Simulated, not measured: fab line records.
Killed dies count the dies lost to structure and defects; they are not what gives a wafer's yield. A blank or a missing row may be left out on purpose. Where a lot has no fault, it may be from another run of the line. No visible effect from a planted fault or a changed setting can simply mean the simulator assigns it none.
Chamber matching	flow n5Finfet	4 sister chambers for N5_BEOL_M11_CMP_52 on cmp-01
The step polishes, stops on SiCOH lowk, t overpolish 7 s, target thk 140 nm. 16 wafers are shown with their chamber, then 8 later ones without.

## WAFERS, EACH WITH ITS CHAMBER
wafer	chamber	motorCurrentA (A)	overpolishRunS (s)	barrierFieldEndpointS (s)
L075.1	3	6.6	6.993	27.3
L075.4	1	6.3	6.998	28.8
L075.6	3	6.6	6.978	28.1
L080.2	0	5.9	6.989	28.8
L080.3	3	6.5	7.002	27.5
L080.6	2	6.9	6.997	29.3
L082.4	0	5.6	7.018	28.4
L082.5	2	7.2	7.004	28.2
L082.6	3	6.6	6.994	28.1
L085.2	0	5.1	7.011	28.0
L085.3	1	6.2	6.998	28.6
L085.5	0	5.6	7.023	28.1
L088.2	0	5.6	7.004	28.5
L088.4	2	7.3	7.019	28.0
L088.5	1	6.6	7.004	27.7
L089.4	0	5.6	7.017	28.9

SIGNATURES, as means of the wafers listed above
reading	chamber 0	chamber 1	chamber 2	chamber 3	scatter within a chamber
motorCurrentA	5.567	6.367	7.133	6.575	0.207
overpolishRunS	7.01033	7.00000	7.00667	6.99175	0.0106
barrierFieldEndpointS	28.450	28.367	28.500	27.750	0.486
Rule: a wafer's distance from a chamber is the root of the sum, over the readings, of the square of ((its reading less the chamber's mean) divided by the reading's scatter). If the next closest chamber is less than 2 further off than the closest, the wafer can't be placed; otherwise it belongs to the closest. How the scatter is found: for the shown wafers, subtract from each reading the mean of its chamber, square and add these, divide the total by (wafers less chambers), then take the root.

## WAFERS WITHOUT THEIR CHAMBER
wafer	motorCurrentA (A)	overpolishRunS (s)	barrierFieldEndpointS (s)
L089.5	6.5	7.012	27.4
L089.6	5.4	7.012	28.4
L091.3	6.5	6.987	28.9
L091.5	6.7	6.989	28.0
L091.6	7.1	6.991	28.4
L094.1	5.1	7.003	29.5
L094.5	6.6	7.025	28.6
L094.6	7.3	7.007	29.8

## THE CHAMBER EACH PASSED THROUGH
wafer	from the rows above	in truth
L089.5	can't be placed: 3 or 1 or 2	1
L089.6	0	0
L091.3	can't be placed: 1 or 3 or 2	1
L091.5	can't be placed: 3 or 1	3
L091.6	can't be placed: 2 or 3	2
L094.1	0	0
L094.5	can't be placed: 1 or 2 or 3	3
L094.6	2	2
Correctly placed: 3 of 8. Not placeable from these rows: 5 (in 5, the candidates include the true chamber). Placed wrongly: 0.
